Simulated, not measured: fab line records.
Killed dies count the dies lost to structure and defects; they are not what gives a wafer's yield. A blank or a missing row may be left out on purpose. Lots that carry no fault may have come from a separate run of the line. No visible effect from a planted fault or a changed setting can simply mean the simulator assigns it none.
A struck lot beside a sound one    flow n5_finfet    39 out of 1938 route steps
Sound: wafers L622.1, L622.3, L622.5. Struck: wafer L630.2 (left out: L630.6, a lot-mate that was not struck); the cause follows at the end.
Order at every step that has rows: each side's tool, ch and its chambers, its first start. Under that, the readings that differ: sound wafers    struck wafers    difference of the means    sigmas: that difference in standard deviations of wafers without a fault.
alike: readings whose means differ by less than 2 such deviations, and words and numbers that are the same on both sides. not compared: withheld readings, readings that some wafer has no value for, bounds like >300 that may hide the same value, and numbers for which the record gives no deviation and whose values overlap.
A row with sigmas, a row that says differs or no value, or rows on one side alone: a step with any of these is where the two part. Non-overlapping numbers with no deviation appear without sigmas and do not part them. Lack of a reading on every wafer of one side parts them only where that side has two or more wafers.

first, 9 steps without rows for these wafers: N5_HKMG_FIN_SOFTBAKE_07 (time 60 s); N5_HKMG_FIN_EXPOSE_09 (exposes mask NWFM); N5_HKMG_FIN_PEB_10 (peb time 60 s); N5_HKMG_FIN_DEVELOP_11 (develop time 30 s); N5_HKMG_FIN_DESCUM_17 (chemistry O2, time 7.9 s); N5_HKMG_FIN_ETCH_31 (etches SiARC in CF4, target depth 45.5 nm, time 75.8 s); N5_HKMG_FIN_ETCH_32 (etches SOC in N2/H2, target depth 240 nm, time 300 s); N5_HKMG_FIN_STRIP_33 (strips in N2/H2); N5_HKMG_FIN_STRIP_34 (strips in CF4).
N5_HKMG_FIN_ETCH_35: etches SOC in N2/H2, target depth 215.8 nm, time 243.4 s.
  sound on rie_diel-05 ch 0,2, day 4 20:41; struck on rie_diel-05 ch 0, day 7 01:38
reading                                    sound              struck  difference  sigmas
run_length_s (s)                           267.2 267.2 267.3  218.0   -49.2       -99 or more
model.HKMG_FIN.feature_depth_nm (nm)       214.6 219.8 218    175.4   -42.1       
model.etch.depth_nm (nm)                   214.6 219.8 218    175.5   -42.0       
model.SOC_of_HKMG_FIN_COAT_29.thk_nm (nm)  86.4 81.6 82.8     125.8   +42.2       
  alike: drypump_motor_current_A, oes_product_au, rf_vpp_V, showerhead_plenum_p_Torr, throttle_valve_pct
  not compared: rf_hours_counter_h
N5_HKMG_FIN_STRIP_92: strips SOC in N2/H2, time 20 s.
  sound on rie_diel-05 ch 0,2, day 4 20:50; struck on rie_diel-05 ch 0, day 7 01:47
reading                                    sound           struck  difference  sigmas
rf_vpp_V (V)                               54.5 57.4 55.5  54.1    -1.7        -2
model.SOC_of_HKMG_FIN_COAT_29.thk_nm (nm)  76.2 71.2 72.2  115.6   +42.4       
  alike: drypump_motor_current_A, oes_product_au, showerhead_plenum_p_Torr, temp_c, throttle_valve_pct
  not compared: rf_hours_counter_h
then, 26 steps without rows for these wafers: N5_HKMG_FIN_WET_ETCH_18 (etches TiN in SC1, time 55 s, target depth 5.2 nm, rinse time 30 s); N5_HKMG_FIN_STRIP_19 (strips in N2/H2, time 360 s); N5_HKMG_FIN_ALD_91 (deposits TiN, target thk 1 nm, pulse time 1 s, purge time 3 s); N5_HKMG_FIN_COAT_85 (time 60 s, resist thk 300 nm); N5_HKMG_FIN_ETCH_86 (etches SOC in N2/H2, stops on TiN, target depth 393.2 nm); N5_HKMG_FIN_STRIP_89 (strips SOC in N2/H2, time 20 s); N5_HKMG_FIN_WET_ETCH_87 (etches TiN in SC1, time 154.2 s, target depth 4.7 nm, rinse time 30 s); N5_HKMG_FIN_STRIP_88 (strips in N2/H2, time 360 s); N5_HKMG_FIN_NWFM_ALD_20 (deposits TiAlC, target thk 2 nm, pulse time 3 s, purge time 2 s); N5_HKMG_FIN_ALD_71 (deposits TiN, target thk 1 nm, pulse time 1 s, purge time 3 s); N5_HKMG_FIN_COAT_66 (time 60 s, resist thk 300 nm); N5_HKMG_FIN_ETCH_67 (etches SOC in N2/H2, stops on TiN, target depth 388.9 nm); N5_HKMG_FIN_STRIP_90 (strips SOC in N2/H2, time 20 s); N5_HKMG_FIN_WET_ETCH_73 (etches the open film in SC1, time 42.3 s, target depth 1.3 nm, rinse time 30 s); N5_HKMG_FIN_ETCHBACK_68 (etches the open film in Cl2/Ar, stops on HfO2, target depth 0.5 nm); N5_HKMG_FIN_STRIP_69 (strips in N2/H2, time 360 s); N5_HKMG_FIN_ALD_21 (deposits TiN, target thk 1.5 nm, pulse time 1 s, purge time 3 s); N5_HKMG_FIN_ALD_72 (deposits W, target thk 2 nm, pulse time 1 s, purge time 2 s); N5_HKMG_FIN_W_FILL_22 (material W, target thk 60 nm, time 18.2 s); N5_HKMG_FIN_PRECLEAN_83 (cleans in DIW, time 57.5 s); N5_HKMG_FIN_SRD_84 (dry time 32 s); N5_HKMG_FIN_CMP_23 (polishes, stops on SiNx, t overpolish 10 s, target thk 46.326 nm); N5_HKMG_FIN_CMP_94 (polishes, stops on SiNx, t overpolish 4.7 s, target thk 43.299 nm); N5_GATE_CUT_ETCHBACK_00 (etches W in SF6/Cl2); N5_GATE_CUT_ETCH_56 (etches TiN in Cl2/Ar, target depth 21.6 nm); N5_GATE_CUT_ETCHBACK_30 (etches TiN in Cl2/Ar, target depth 3 nm).
-- record jumps: 5 days separate the struck wafers' starts on either side; left off in module GATE_CUT, taken up again in module BEOL_M4, whose first shown step is the route's number 1111 --
N5_BEOL_M4_RC_MEAS_101:
  sound on prober-01 ch 0, day 9 12:11; struck on prober-02 ch 0, day 12 00:50
reading         sound              struck  difference  sigmas
IOFF_N (nA/um)  0.194 0.174 0.153  0.121   -0.053      -2
ION_N (uA/um)   688 679 674        633     -47         -5
VT_N (mV)       247 250 248        258     +10         +3
  alike: DIBL_N, DIBL_P, IOFF_P, ION_P, SS_N, SS_P, VT_P
-- here the record skips 5 days between the struck wafers' starts before and after, leaving off in module BEOL_M4 and picking up in module PASSIVATION (first step shown: number 1936 of the route) --
N5_PASSIVATION_PROBE_49:
  only the struck wafers here have rows in the record (prober-02, day 16 22:05); the sound ones have none

## WHERE THEY PART
First at N5_HKMG_FIN_ETCH_35; last, within this record, at N5_PASSIVATION_PROBE_49.

WHY: what had been put in by the simulator
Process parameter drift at N5_HKMG_FIN_ETCH_35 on rie_diel-05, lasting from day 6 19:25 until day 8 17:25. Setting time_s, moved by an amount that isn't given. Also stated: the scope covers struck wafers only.
